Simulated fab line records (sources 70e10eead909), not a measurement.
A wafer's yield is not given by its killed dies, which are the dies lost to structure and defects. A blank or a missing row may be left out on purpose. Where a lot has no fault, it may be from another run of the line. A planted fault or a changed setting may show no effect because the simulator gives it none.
Which tool did it? / flow nand_harc / 14 lots with 42 wafers sampled at 6 steps, on a route of 1302 steps

WHAT EACH GAUGE READ, for each wafer
NHARC_A_M0_THK_MEAS_24: measures by xrf. Usual: thk_nm 113.6 nm, standard deviation 1.5.
lot=L847; measured=day 23 09:02; on=film_metro-02; thk_nm (nm)=114.4 114.1 117.8; flag=
lot=L850; measured=day 23 19:41; on=film_metro-02; thk_nm (nm)=113.6 117.4 113.0; flag=
lot=L851; measured=day 24 02:39; on=film_metro-02; thk_nm (nm)=112.3 113.4 111.8; flag=
lot=L852; measured=day 24 02:45; on=film_metro-01; thk_nm (nm)=110.2 112.5 111.8; flag=
lot=L849; measured=day 24 07:31; on=film_metro-02; thk_nm (nm)=112.7 112.3 112.7; flag=
lot=L853; measured=day 25 00:15; on=film_metro-02; thk_nm (nm)=113.3 110.8 114.0; flag=
lot=L855; measured=day 26 06:20; on=film_metro-01; thk_nm (nm)=111.3 112.6 111.4; flag=
lot=L856; measured=day 26 19:02; on=film_metro-01; thk_nm (nm)=28.8 29.6 31.2; flag=OFF
lot=L857; measured=day 27 20:44; on=film_metro-01; thk_nm (nm)=28.5 28.4 29.5; flag=OFF
lot=L859; measured=day 27 23:29; on=film_metro-02; thk_nm (nm)=113.4 115.7 111.8; flag=
lot=L866; measured=day 31 00:51; on=film_metro-02; thk_nm (nm)=113.8 115.1 115.0; flag=
lot=L868; measured=day 31 06:49; on=film_metro-01; thk_nm (nm)=113.4 113.9 112.5; flag=
lot=L867; measured=day 31 07:58; on=film_metro-02; thk_nm (nm)=115.7 116.6 112.1; flag=
lot=L869; measured=day 31 19:14; on=film_metro-02; thk_nm (nm)=114.5 115.1 113.7; flag=

NHARC_A_M0_INSPECT_27. Usual: raw_defect_count 591, standard deviation 170.
lot=L847; measured=day 23 09:12; on=defect_inspect-02; raw_defect_count=707 1228 1074; flag=
lot=L850; measured=day 23 19:50; on=defect_inspect-02; raw_defect_count=648 1036 459; flag=
lot=L851; measured=day 24 02:49; on=defect_inspect-01; raw_defect_count=632 465 628; flag=
lot=L852; measured=day 24 02:55; on=defect_inspect-02; raw_defect_count=625 662 526; flag=
lot=L849; measured=day 24 07:40; on=defect_inspect-01; raw_defect_count=683 722 615; flag=
lot=L853; measured=day 25 00:25; on=defect_inspect-01; raw_defect_count=574 585 1078; flag=
lot=L855; measured=day 26 06:29; on=defect_inspect-02; raw_defect_count=770 673 750; flag=
lot=L856; measured=day 26 19:11; on=defect_inspect-02; raw_defect_count=479 530 666; flag=
lot=L857; measured=day 27 20:53; on=defect_inspect-02; raw_defect_count=423 572 836; flag=
lot=L859; measured=day 27 23:39; on=defect_inspect-02; raw_defect_count=370 372 353; flag=
lot=L866; measured=day 31 01:01; on=defect_inspect-02; raw_defect_count=658 507 561; flag=
lot=L868; measured=day 31 06:58; on=defect_inspect-02; raw_defect_count=856 596 632; flag=
lot=L867; measured=day 31 08:07; on=defect_inspect-01; raw_defect_count=371 441 407; flag=
lot=L869; measured=day 31 19:23; on=defect_inspect-01; raw_defect_count=449 586 507; flag=

WHAT TOOL EACH LOT RAN ON (gives the tool, then ch and the chambers of the sampled wafers, and finally the start)
lot=L847; NHARC_A_BLC_CMP_25=cmp-01 ch 0,2, day 23 05:22; NHARC_A_M0_DEGAS_28=pvd_sputter-01, day 23 07:38; NHARC_A_M0_ECD_22=ecd_cu-02 ch 0,1, day 23 08:06; NHARC_A_M0_CMP_23=cmp-02 ch 1,2,3, day 23 08:45
lot=L850; NHARC_A_BLC_CMP_25=cmp-02 ch 1,2,3, day 23 15:55; NHARC_A_M0_DEGAS_28=pvd_sputter-03, day 23 18:16; NHARC_A_M0_ECD_22=ecd_cu-02 ch 0,1, day 23 18:41; NHARC_A_M0_CMP_23=cmp-03 ch 1,2,3, day 23 19:25
lot=L851; NHARC_A_BLC_CMP_25=cmp-01 ch 1,2, day 23 22:24; NHARC_A_M0_DEGAS_28=pvd_sputter-03, day 24 01:16; NHARC_A_M0_ECD_22=ecd_cu-01 ch 0,1, day 24 01:37; NHARC_A_M0_CMP_23=cmp-04 ch 0,2,3, day 24 02:25
lot=L852; NHARC_A_BLC_CMP_25=cmp-02 ch 1,2, day 23 22:56; NHARC_A_M0_DEGAS_28=pvd_sputter-02, day 24 01:21; NHARC_A_M0_ECD_22=ecd_cu-02 ch 0,1, day 24 01:43; NHARC_A_M0_CMP_23=cmp-02 ch 0,1, day 24 02:26
lot=L849; NHARC_A_BLC_CMP_25=cmp-04 ch 0,1,3, day 24 03:27; NHARC_A_M0_DEGAS_28=pvd_sputter-01, day 24 06:07; NHARC_A_M0_ECD_22=ecd_cu-01 ch 0,1, day 24 06:28; NHARC_A_M0_CMP_23=cmp-03 ch 0,2,3, day 24 07:11
lot=L853; NHARC_A_BLC_CMP_25=cmp-01 ch 0,1, day 24 19:58; NHARC_A_M0_DEGAS_28=pvd_sputter-03, day 24 22:50; NHARC_A_M0_ECD_22=ecd_cu-02 ch 0,1, day 24 23:16; NHARC_A_M0_CMP_23=cmp-02 ch 1,3, day 24 23:56
lot=L855; NHARC_A_BLC_CMP_25=cmp-01 ch 0,2,3, day 26 02:32; NHARC_A_M0_DEGAS_28=pvd_sputter-03, day 26 04:57; NHARC_A_M0_ECD_22=ecd_cu-02 ch 0,1, day 26 05:19; NHARC_A_M0_CMP_23=cmp-04 ch 0,2,3, day 26 06:01
lot=L856; NHARC_A_BLC_CMP_25=cmp-04 ch 0,1,2, day 26 15:17; NHARC_A_M0_DEGAS_28=pvd_sputter-02, day 26 17:40; NHARC_A_M0_ECD_22=ecd_cu-02 ch 0,1, day 26 18:05; NHARC_A_M0_CMP_23=cmp-02 ch 1,2,3, day 26 18:46
lot=L857; NHARC_A_BLC_CMP_25=cmp-01 ch 0,2,3, day 27 16:55; NHARC_A_M0_DEGAS_28=pvd_sputter-03, day 27 19:19; NHARC_A_M0_ECD_22=ecd_cu-02 ch 0,1, day 27 19:49; NHARC_A_M0_CMP_23=cmp-04 ch 0,3, day 27 20:25
lot=L859; NHARC_A_BLC_CMP_25=cmp-02 ch 0,1,2, day 27 19:24; NHARC_A_M0_DEGAS_28=pvd_sputter-03, day 27 21:50; NHARC_A_M0_ECD_22=ecd_cu-01 ch 0,1, day 27 22:36; NHARC_A_M0_CMP_23=cmp-03 ch 0,1,2, day 27 23:16
lot=L866; NHARC_A_BLC_CMP_25=cmp-02 ch 0,2,3, day 30 21:00; NHARC_A_M0_DEGAS_28=pvd_sputter-02, day 30 23:23; NHARC_A_M0_ECD_22=ecd_cu-02 ch 0,1, day 30 23:45; NHARC_A_M0_CMP_23=cmp-03 ch 0,2,3, day 31 00:32
lot=L868; NHARC_A_BLC_CMP_25=cmp-02 ch 0,1,3, day 31 02:37; NHARC_A_M0_DEGAS_28=pvd_sputter-02, day 31 05:25; NHARC_A_M0_ECD_22=ecd_cu-01 ch 0,1, day 31 05:46; NHARC_A_M0_CMP_23=cmp-04 ch 1,2,3, day 31 06:29
lot=L867; NHARC_A_BLC_CMP_25=cmp-04 ch 0,1,3, day 31 04:20; NHARC_A_M0_DEGAS_28=pvd_sputter-01, day 31 06:34; NHARC_A_M0_ECD_22=ecd_cu-01 ch 1, day 31 06:56; NHARC_A_M0_CMP_23=cmp-04 ch 0,1,2, day 31 07:43
lot=L869; NHARC_A_BLC_CMP_25=cmp-02 ch 0,1,2, day 31 15:24; NHARC_A_M0_DEGAS_28=pvd_sputter-01, day 31 17:48; NHARC_A_M0_ECD_22=ecd_cu-02 ch 0,1, day 31 18:11; NHARC_A_M0_CMP_23=cmp-02 ch 0,1,2, day 31 18:56
- NHARC_A_BLC_CMP_25: polishes, t overpolish 30 s, target thk 150 nm.
- NHARC_A_M0_DEGAS_28: time 60 s.
- NHARC_A_M0_ECD_22: material Cu, target thk 400 nm.
- NHARC_A_M0_CMP_23: polishes, t overpolish 20 s, target thk 113.75 nm.

WHAT THE TOOLS THEMSELVES READ (means of the sampled wafers that have a number; where no wafer has one, the mark that the record gives instead)
NHARC_A_BLC_CMP_25. Usual: motor_current_A 12.0 A, standard deviation 1.6; overpolish_run_s 30.001 s, standard deviation 0.0095; slurry_filter_dp_kPa 13.50 kPa, standard deviation 0.14; time_to_endpoint_s 30.3 s, standard deviation 2.2.
lot=L847; tool=cmp-01; motor_current_A (A)=11.7; overpolish_run_s (s)=30.011; slurry_filter_dp_kPa (kPa)=13.51; time_to_endpoint_s (s)=30.0; flag=
lot=L850; tool=cmp-02; motor_current_A (A)=11.8; overpolish_run_s (s)=30.005; slurry_filter_dp_kPa (kPa)=13.58; time_to_endpoint_s (s)=31.6; flag=
lot=L851; tool=cmp-01; motor_current_A (A)=13.6; overpolish_run_s (s)=29.999; slurry_filter_dp_kPa (kPa)=13.54; time_to_endpoint_s (s)=28.0; flag=
lot=L852; tool=cmp-02; motor_current_A (A)=12.4; overpolish_run_s (s)=29.996; slurry_filter_dp_kPa (kPa)=13.54; time_to_endpoint_s (s)=29.8; flag=
lot=L849; tool=cmp-04; motor_current_A (A)=11.4; overpolish_run_s (s)=29.999; slurry_filter_dp_kPa (kPa)=13.51; time_to_endpoint_s (s)=29.8; flag=
lot=L853; tool=cmp-01; motor_current_A (A)=12.7; overpolish_run_s (s)=29.998; slurry_filter_dp_kPa (kPa)=13.50; time_to_endpoint_s (s)=31.0; flag=
lot=L855; tool=cmp-01; motor_current_A (A)=12.5; overpolish_run_s (s)=30.010; slurry_filter_dp_kPa (kPa)=13.52; time_to_endpoint_s (s)=32.4; flag=
lot=L856; tool=cmp-04; motor_current_A (A)=11.3; overpolish_run_s (s)=30.004; slurry_filter_dp_kPa (kPa)=13.40; time_to_endpoint_s (s)=28.0; flag=
lot=L857; tool=cmp-01; motor_current_A (A)=12.5; overpolish_run_s (s)=30.005; slurry_filter_dp_kPa (kPa)=13.46; time_to_endpoint_s (s)=32.3; flag=
lot=L859; tool=cmp-02; motor_current_A (A)=11.1; overpolish_run_s (s)=30.007; slurry_filter_dp_kPa (kPa)=13.48; time_to_endpoint_s (s)=31.9; flag=
lot=L866; tool=cmp-02; motor_current_A (A)=11.9; overpolish_run_s (s)=30.001; slurry_filter_dp_kPa (kPa)=13.61; time_to_endpoint_s (s)=28.0; flag=
lot=L868; tool=cmp-02; motor_current_A (A)=11.1; overpolish_run_s (s)=30.012; slurry_filter_dp_kPa (kPa)=13.57; time_to_endpoint_s (s)=26.3; flag=
lot=L867; tool=cmp-04; motor_current_A (A)=11.4; overpolish_run_s (s)=29.998; slurry_filter_dp_kPa (kPa)=13.44; time_to_endpoint_s (s)=32.9; flag=
lot=L869; tool=cmp-02; motor_current_A (A)=11.5; overpolish_run_s (s)=30.001; slurry_filter_dp_kPa (kPa)=13.50; time_to_endpoint_s (s)=32.1; flag=

NHARC_A_M0_DEGAS_28. Usual: heater_power_w 351 W, standard deviation 27.
lot=L847; tool=pvd_sputter-01; heater_power_w (W)=397; flag=
lot=L850; tool=pvd_sputter-03; heater_power_w (W)=342; flag=
lot=L851; tool=pvd_sputter-03; heater_power_w (W)=334; flag=
lot=L852; tool=pvd_sputter-02; heater_power_w (W)=316; flag=
lot=L849; tool=pvd_sputter-01; heater_power_w (W)=383; flag=
lot=L853; tool=pvd_sputter-03; heater_power_w (W)=347; flag=
lot=L855; tool=pvd_sputter-03; heater_power_w (W)=334; flag=
lot=L856; tool=pvd_sputter-02; heater_power_w (W)=347; flag=
lot=L857; tool=pvd_sputter-03; heater_power_w (W)=331; flag=
lot=L859; tool=pvd_sputter-03; heater_power_w (W)=341; flag=
lot=L866; tool=pvd_sputter-02; heater_power_w (W)=353; flag=
lot=L868; tool=pvd_sputter-02; heater_power_w (W)=339; flag=
lot=L867; tool=pvd_sputter-01; heater_power_w (W)=395; flag=
lot=L869; tool=pvd_sputter-01; heater_power_w (W)=369; flag=

NHARC_A_M0_ECD_22. Usual: bath_heat_duty_pct 5.9 %, standard deviation 0.58; bath_temp_c 25.00 C, standard deviation 0.1.
lot=L847; tool=ecd_cu-02; bath_heat_duty_pct (%)=6.1; bath_temp_c (C)=24.98; flag=
lot=L850; tool=ecd_cu-02; bath_heat_duty_pct (%)=5.5; bath_temp_c (C)=25.06; flag=
lot=L851; tool=ecd_cu-01; bath_heat_duty_pct (%)=5.2; bath_temp_c (C)=24.98; flag=
lot=L852; tool=ecd_cu-02; bath_heat_duty_pct (%)=6.9; bath_temp_c (C)=24.95; flag=
lot=L849; tool=ecd_cu-01; bath_heat_duty_pct (%)=5.7; bath_temp_c (C)=25.02; flag=
lot=L853; tool=ecd_cu-02; bath_heat_duty_pct (%)=6.4; bath_temp_c (C)=24.95; flag=
lot=L855; tool=ecd_cu-02; bath_heat_duty_pct (%)=6.1; bath_temp_c (C)=24.96; flag=
lot=L856; tool=ecd_cu-02; bath_heat_duty_pct (%)=-; bath_temp_c (C)=-; flag=OFF
lot=L857; tool=ecd_cu-02; bath_heat_duty_pct (%)=-; bath_temp_c (C)=-; flag=OFF
lot=L859; tool=ecd_cu-01; bath_heat_duty_pct (%)=5.5; bath_temp_c (C)=24.98; flag=
lot=L866; tool=ecd_cu-02; bath_heat_duty_pct (%)=5.8; bath_temp_c (C)=24.92; flag=
lot=L868; tool=ecd_cu-01; bath_heat_duty_pct (%)=5.5; bath_temp_c (C)=24.90; flag=
lot=L867; tool=ecd_cu-01; bath_heat_duty_pct (%)=5.6; bath_temp_c (C)=24.97; flag=
lot=L869; tool=ecd_cu-02; bath_heat_duty_pct (%)=5.6; bath_temp_c (C)=24.99; flag=

NHARC_A_M0_CMP_23. Usual: motor_current_A 11.6 A, standard deviation 1.2; slurry_filter_dp_kPa 13.49 kPa, standard deviation 0.14; time_to_endpoint_s 28.2 s, standard deviation 1.8.
lot=L847; tool=cmp-02; motor_current_A (A)=12.1; slurry_filter_dp_kPa (kPa)=13.58; time_to_endpoint_s (s)=27.1; flag=
lot=L850; tool=cmp-03; motor_current_A (A)=11.3; slurry_filter_dp_kPa (kPa)=13.58; time_to_endpoint_s (s)=28.7; flag=
lot=L851; tool=cmp-04; motor_current_A (A)=11.6; slurry_filter_dp_kPa (kPa)=13.34; time_to_endpoint_s (s)=29.8; flag=
lot=L852; tool=cmp-02; motor_current_A (A)=10.9; slurry_filter_dp_kPa (kPa)=13.53; time_to_endpoint_s (s)=28.4; flag=
lot=L849; tool=cmp-03; motor_current_A (A)=11.9; slurry_filter_dp_kPa (kPa)=13.54; time_to_endpoint_s (s)=29.5; flag=
lot=L853; tool=cmp-02; motor_current_A (A)=12.0; slurry_filter_dp_kPa (kPa)=13.56; time_to_endpoint_s (s)=26.7; flag=
lot=L855; tool=cmp-04; motor_current_A (A)=11.7; slurry_filter_dp_kPa (kPa)=13.47; time_to_endpoint_s (s)=25.7; flag=
lot=L856; tool=cmp-02; motor_current_A (A)=12.0; slurry_filter_dp_kPa (kPa)=13.43; time_to_endpoint_s (s)=0.9; flag=OFF
lot=L857; tool=cmp-04; motor_current_A (A)=12.1; slurry_filter_dp_kPa (kPa)=13.62; time_to_endpoint_s (s)=0.6; flag=OFF
lot=L859; tool=cmp-03; motor_current_A (A)=11.5; slurry_filter_dp_kPa (kPa)=13.54; time_to_endpoint_s (s)=28.0; flag=
lot=L866; tool=cmp-03; motor_current_A (A)=11.8; slurry_filter_dp_kPa (kPa)=13.55; time_to_endpoint_s (s)=28.9; flag=
lot=L868; tool=cmp-04; motor_current_A (A)=9.9; slurry_filter_dp_kPa (kPa)=13.35; time_to_endpoint_s (s)=29.4; flag=
lot=L867; tool=cmp-04; motor_current_A (A)=11.4; slurry_filter_dp_kPa (kPa)=13.51; time_to_endpoint_s (s)=29.8; flag=
lot=L869; tool=cmp-02; motor_current_A (A)=11.3; slurry_filter_dp_kPa (kPa)=13.39; time_to_endpoint_s (s)=30.9; flag=

THE ANSWER, worked out from the rows above alone
Rule: a lot is off if the mean of its wafers that have a number lies more than 3 standard deviations from the usual mean. Also off: a lot with no number at a reading for which 4 or more lots have one. All remaining lots with rows at the step are treated as sound. Order of review: gauges by route order, followed by the tools' own readings, for which a lot's mean as printed above is used. At the first step where some lot is off, the reading lying furthest off is the one used; lots without a number count as furthest.
Off: L856, L857 (NHARC_A_M0_THK_MEAS_24, thk_nm).
A tool fits if, at a process step before that reading, it ran every lot that is off, and no sound lot after the first of them. Not tried: the gauges at NHARC_A_M0_THK_MEAS_24; whatever is off there is also off at NHARC_A_M0_ECD_22, on other tools, and gauge error can't account for it. Not one of the candidates tried fits.

WHAT THE SIMULATOR PUT IN
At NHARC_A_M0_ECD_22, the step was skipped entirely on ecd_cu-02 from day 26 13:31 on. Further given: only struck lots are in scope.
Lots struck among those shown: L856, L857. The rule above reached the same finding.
